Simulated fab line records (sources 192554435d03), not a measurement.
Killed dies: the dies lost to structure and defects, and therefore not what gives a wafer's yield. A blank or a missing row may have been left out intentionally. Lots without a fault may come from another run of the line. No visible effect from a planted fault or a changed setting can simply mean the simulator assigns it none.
Matching of chambers | flow n5-finfet | 3 sister chambers for N5_BEOL_M4_DEP_57 on pecvd-02
The step deposits SiCN from 3MS/NH3, target thk 8 nm, time 14 s. 24 wafers are shown with their chamber, then 12 later ones without.

WAFERS PAIRED WITH THEIR CHAMBERS
wafer  | chamber | throttle-valve-pct (%) | showerhead-plenum-p-Torr (Torr)
L075.2 | 2       | 8.1                    | 3.660
L075.3 | 1       | 9.6                    | 3.672
L075.5 | 0       | 9.0                    | 3.661
L074.3 | 0       | 9.1                    | 3.656
L074.4 | 1       | 9.1                    | 3.677
L074.5 | 0       | 9.0                    | 3.657
L076.1 | 0       | 8.7                    | 3.652
L076.2 | 1       | 9.4                    | 3.684
L076.4 | 0       | 9.0                    | 3.654
L082.1 | 1       | 9.3                    | 3.679
L082.2 | 2       | 8.0                    | 3.661
L082.3 | 0       | 9.1                    | 3.653
L082.4 | 2       | 8.1                    | 3.664
L082.5 | 1       | 9.7                    | 3.677
L082.6 | 0       | 8.8                    | 3.648
L081.2 | 1       | 9.4                    | 3.672
L081.5 | 0       | 9.0                    | 3.646
L081.6 | 1       | 9.7                    | 3.683
L084.2 | 1       | 9.7                    | 3.684
L084.4 | 2       | 7.9                    | 3.671
L084.6 | 1       | 9.6                    | 3.675
L087.1 | 1       | 9.5                    | 3.677
L087.2 | 2       | 8.0                    | 3.664
L087.3 | 0       | 8.8                    | 3.662

SIGNATURES (means of the wafers above)
reading                  | chamber 0 | chamber 1 | chamber 2 | scatter within a chamber
throttle-valve-pct       | 8.944     | 9.500     | 8.020     | 0.162
showerhead-plenum-p-Torr | 3.65433   | 3.67800   | 3.66400   | 0.00481
Rule: for each reading, subtract the chamber's mean from the wafer's reading, divide by that reading's scatter and square the result; add these up over the readings and take the root, which gives the wafer's distance from the chamber. If the next closest chamber is less than 2 further off than the closest, the wafer can't be placed; otherwise it belongs to the closest. How the scatter is found: for the shown wafers, subtract from each reading the mean of its chamber, square and add these, divide the total by (wafers less chambers), then take the root.

WAFERS WITHOUT THEIR CHAMBER
wafer  | throttle-valve-pct (%) | showerhead-plenum-p-Torr (Torr)
L089.4 | 7.9                    | 3.665
L089.5 | 8.9                    | 3.647
L089.6 | 9.2                    | 3.673
L091.1 | 9.6                    | 3.675
L091.3 | 7.8                    | 3.662
L091.6 | 8.0                    | 3.653
L090.1 | 9.4                    | 3.675
L090.2 | 8.0                    | 3.660
L090.3 | 8.8                    | 3.657
L093.1 | 8.1                    | 3.665
L093.4 | 8.9                    | 3.656
L093.6 | 7.9                    | 3.670

WHICH CHAMBER EACH ONE RAN IN
wafer  | from the rows above | in truth
L089.4 | 2                   | 2
L089.5 | 0                   | 0
L089.6 | 1                   | 1
L091.1 | 1                   | 1
L091.3 | 2                   | 2
L091.6 | 2                   | 2
L090.1 | 1                   | 1
L090.2 | 2                   | 2
L090.3 | 0                   | 0
L093.1 | 2                   | 2
L093.4 | 0                   | 0
L093.6 | 2                   | 2
Correctly placed: 12 of 12. From these rows, 0 cannot be placed. 0 placed wrongly.
